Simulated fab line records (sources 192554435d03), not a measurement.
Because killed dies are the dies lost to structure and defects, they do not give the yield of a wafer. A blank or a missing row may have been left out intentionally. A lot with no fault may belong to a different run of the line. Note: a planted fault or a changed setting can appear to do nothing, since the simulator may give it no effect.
The tool behind it: which one? || flow n5 finfet || 11 lots, 31 wafers sampled, at 1 step of a route of 1938

== WHAT EACH GAUGE READ, for each wafer ==
N5_MOL_CONTACT_COAG_CD_MEAS_99: target cd 17.2 nm.
{"lot": "L377", "measured": "day 5 03:54", "on": "cd sem-01", "cd nm (nm)": "17.2 16.7 17.3"}
{"lot": "L378", "measured": "day 5 08:56", "on": "cd sem-03", "cd nm (nm)": "17.5 17.2"}
{"lot": "L382", "measured": "day 6 05:38", "on": "cd sem-02", "cd nm (nm)": "16.7 16.7 17.4"}
{"lot": "L383", "measured": "day 6 09:44", "on": "cd sem-02", "cd nm (nm)": "16.8 16.9 16.7"}
{"lot": "L385", "measured": "day 7 02:28", "on": "cd sem-01", "cd nm (nm)": "16.9 17.3"}
{"lot": "L386", "measured": "day 7 04:17", "on": "cd sem-03", "cd nm (nm)": "17.3 16.9 16.4"}
{"lot": "L387", "measured": "day 7 10:31", "on": "cd sem-01", "cd nm (nm)": "16.6 18.2 17.2"}
{"lot": "L388", "measured": "day 7 18:02", "on": "cd sem-02", "cd nm (nm)": "17.0 16.8 17.3"}
{"lot": "L389", "measured": "day 7 20:32", "on": "cd sem-01", "cd nm (nm)": "16.8 16.9 16.8"}
{"lot": "L397", "measured": "day 9 19:36", "on": "cd sem-02", "cd nm (nm)": "16.8 17.0 17.2"}
{"lot": "L398", "measured": "day 10 07:58", "on": "cd sem-03", "cd nm (nm)": "17.1 17.7 17.2"}

== TOOL THAT RAN EACH LOT (tool first, then ch and the chambers of the sampled wafers, then the start) ==
Record: no process step prior to these readings.

== THE ANSWER, worked out from the rows above alone ==
Rule: the usual values come from the lots themselves. Put in order of their means at a reading, lots are off if they are a third of the lots or fewer, leave a main group of 4 or more, and stand apart from it by a gap of 3 or more times the standard deviation of the main group's means; of several such gaps the widest counts. A main group is skipped when, at the precision printed for the reading in the tables above, its means are all equal. Also off: a lot with no number at a reading for which 4 or more lots have one. All remaining lots with rows at the step are treated as sound.
Nothing can be told from this: no lot is off at any reading shown.

== WHAT THE SIMULATOR HAD INSERTED ==
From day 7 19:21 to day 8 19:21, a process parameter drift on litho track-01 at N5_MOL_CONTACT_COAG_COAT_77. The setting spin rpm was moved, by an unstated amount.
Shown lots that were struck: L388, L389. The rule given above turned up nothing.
